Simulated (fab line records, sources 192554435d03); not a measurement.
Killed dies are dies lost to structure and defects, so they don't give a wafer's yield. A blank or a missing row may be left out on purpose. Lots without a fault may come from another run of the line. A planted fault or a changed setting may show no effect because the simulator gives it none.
Which tool did it? | flow n5_finfet | 12 lots, 36 wafers sampled, at 2 steps of a route of 1938

WHAT THE GAUGES READ, wafer by wafer
N5_BEOL_M2_THK_MEAS_53: measures by xrf.
lot  | measured     | on            | M2_THK (nm)
L075 | day 7 03:29  | film_metro-02 | 38.2 38.4 39.6
L077 | day 7 13:20  | film_metro-01 | 38.5 41.0 37.5
L079 | day 8 03:40  | film_metro-02 | 38.8 36.7 41.1
L081 | day 8 17:50  | film_metro-02 | 39.6 38.9 41.2
L083 | day 8 23:57  | film_metro-02 | 39.6 40.2 40.2
L086 | day 10 06:45 | film_metro-01 | 41.6 35.8 38.6
L087 | day 10 10:26 | film_metro-02 | 37.8 37.7 38.2
L089 | day 10 15:25 | film_metro-01 | 40.2 39.7 40.5
L091 | day 10 22:34 | film_metro-02 | 36.2 39.4 37.6
L093 | day 12 00:04 | film_metro-01 | 39.6 40.6 41.1
L095 | day 12 06:28 | film_metro-01 | 39.0 39.0 39.2
L097 | day 12 17:26 | film_metro-01 | 39.9 39.6 39.2

WHICH TOOL RAN EACH LOT (tool, then ch and the chambers of the sampled wafers, then the start)
lot  | N5_BEOL_M2_ANNEAL_51
L075 | rtp_anneal-02 ch 0, day 7 02:53
L077 | rtp_anneal-02 ch 0, day 7 12:47
L079 | rtp_anneal-02 ch 0, day 8 03:10
L081 | rtp_anneal-02 ch 0, day 8 17:17
L083 | rtp_anneal-02 ch 0, day 8 23:22
L086 | rtp_anneal-01 ch 0, day 10 06:10
L087 | rtp_anneal-02 ch 0, day 10 09:53
L089 | rtp_anneal-02 ch 0, day 10 14:49
L091 | rtp_anneal-02 ch 0, day 10 22:04
L093 | rtp_anneal-02 ch 0, day 11 23:33
L095 | rtp_anneal-01 ch 0, day 12 05:51
L097 | rtp_anneal-01 ch 0, day 12 16:50
- N5_BEOL_M2_ANNEAL_51: time 90 s.

THE ANSWER, worked out from the rows above alone
Rule: what is usual is taken from the lots themselves. Put in order of their means at a reading, lots are off if they are a third of the lots or fewer, leave a main group of 4 or more, and stand apart from it by a gap of 3 or more times the standard deviation of the main group's means; of several such gaps the widest counts. A main group whose means are all the same, to the digits that the tables above print for the reading, isn't used. A lot without any number at a reading at which 4 lots or more have one is off too. The other lots that the step has rows for count as sound.
No lot is off at any reading shown: from this, nothing can be told.

WHAT THE SIMULATOR HAD PUT IN
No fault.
